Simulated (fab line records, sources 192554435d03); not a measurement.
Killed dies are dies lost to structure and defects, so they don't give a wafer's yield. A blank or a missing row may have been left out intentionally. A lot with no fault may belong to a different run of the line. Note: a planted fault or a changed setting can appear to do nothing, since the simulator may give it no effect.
8D (eight disciplines) problem report, filled in by code -- flow n5 finfet -- the parts of the form that need people (team, actions taken, sign-off) are left out

1. WHAT IS WRONG
Mean IOFF_N at N5_BEOL_M4_RC_MEAS_101: 0.91 nA/um over 6 wafers in 2 lots; fault-free wafers: 0.16 nA/um, standard deviation 0.032. Measured from the usual mean, that is +23 standard deviations.
Earliest sighting: wafer L160.3 on prober-01 at day 13 20:44. At this step, 24 wafers from 8 lots have a number in the record. The rule behind "out" and "out of limits": a value lying over 4 standard deviations away from the usual mean. The other wafers with a number count as sound.

2. WHAT IT IS AND WHAT IT IS NOT
question,is,is not
which readings at this step,"IOFF_N, CJ_N, CJ_P, DIBL_N, IOFF_N_85C, RS_NWELL, RS_PWELL, SS_N, SS_P",-
which lots,"L159, L160","L144, L146, L150, L161, L164, L166"
which wafers of those lots,all that have a number,-
read on which gauges,"prober-01, prober-02",-
when,from day 13 20:44,"up to then (9 sound wafers); but 9 sound wafers of L161, L164, L166 came after"

3. WHAT RULES OUT EACH SUSPECT
Counting: a tool at any process step up to the reading remains a suspect when it ran all the lots that are out and ran no sound lot after the first of those.
- ruled out: the gauge at N5_BEOL_M4_RC_MEAS_101. The wafers that are out were read on 2 gauges (prober-01, prober-02).
- epi rpcvd-04 at N5_WELL_APT_EPI_41 (deposits Si from SiH4/H2, target thk 50 nm, time 297.7 s): kept. Every lot that is out went through it, starting with L159 (day 5 16:07), and after that it ran no sound lot; the last sound lot it ran before then is L150 (day 3 10:58). Its own readings are out on those wafers: run length s.
The count leaves epi rpcvd-04 at N5_WELL_APT_EPI_41.

4. THE CAUSE (what the simulator had put in)
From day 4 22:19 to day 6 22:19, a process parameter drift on epi rpcvd-04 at N5_WELL_APT_EPI_41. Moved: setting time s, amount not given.
After counting, this tool was the only one left.

5. THE EFFECT CHAIN, in route order
One row per reading whose mean, taken over the struck wafers that have a number, lies over 3 standard deviations from the usual. Scope: only readings with a usual standard deviation given in the record; hours: median across lots of the time from each lot's start at the first step in this table that gives one to its start at this step; sigmas: change in usual standard deviations.
hours,step,reading,usual,on struck wafers,change,sigmas
0,N5_WELL_APT_EPI_41,run length s,357.3 s,540.4,+183.1,+65
194,N5_BEOL_M4_RC_MEAS_101,CJ_N,4.29,2.58,-1.71,-21
194,N5_BEOL_M4_RC_MEAS_101,CJ_P,5.83,2.23,-3.60,-20
194,N5_BEOL_M4_RC_MEAS_101,DIBL_N,36.3 mV/V,47.4,+11.1,+6.9
194,N5_BEOL_M4_RC_MEAS_101,IOFF_N,0.16 nA/um,0.91,+0.75,+23
194,N5_BEOL_M4_RC_MEAS_101,IOFF_N_85C,3.1 nA/um,13.4,+10.3,+19
194,N5_BEOL_M4_RC_MEAS_101,IOFF_N_LIN,0.074 nA/um,0.130,+0.056,+4.7
194,N5_BEOL_M4_RC_MEAS_101,IOFF_P,0.22 nA/um,0.57,+0.35,+8.0
194,N5_BEOL_M4_RC_MEAS_101,IOFF_P_85C,3.7 nA/um,8.3,+4.6,+7.5
194,N5_BEOL_M4_RC_MEAS_101,RS_NWELL,1037 ohm/sq,980,-56,-8.0
194,N5_BEOL_M4_RC_MEAS_101,RS_PWELL,2998 ohm/sq,2388,-610,-28
194,N5_BEOL_M4_RC_MEAS_101,SS_N,71.6 mV/dec,85.9,+14.3,+22
194,N5_BEOL_M4_RC_MEAS_101,SS_P,73.3 mV/dec,79.4,+6.1,+9.1
303,N5_PASSIVATION_PROBE_49,sort n pass,1078,144,-934,-62
303,N5_PASSIVATION_PROBE_49,sort yield pct,91.4 %,12.2,-79.2,-66
Here are the process steps it includes:
- N5_WELL_APT_EPI_41: deposits Si from SiH4/H2, target thk 50 nm, time 297.7 s.
- N5_PASSIVATION_PROBE_49

6. HOW IT WOULD HAVE BEEN CAUGHT EARLIER
In this record the first reading out of limits at a measuring or inspecting step was taken at day 13 20:44, 214 hours after the fault began at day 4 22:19.
At N5_WELL_APT_EPI_41, the tool's own readings (run length s) were out on each struck wafer the step has a row for, so an alarm limit on them would have fired on the first such wafer.
Lots out: 2; all had begun N5_WELL_APT_EPI_41 on epi rpcvd-04 by day 13 20:44. Had the tool been put on hold then, not one of them would have been saved.
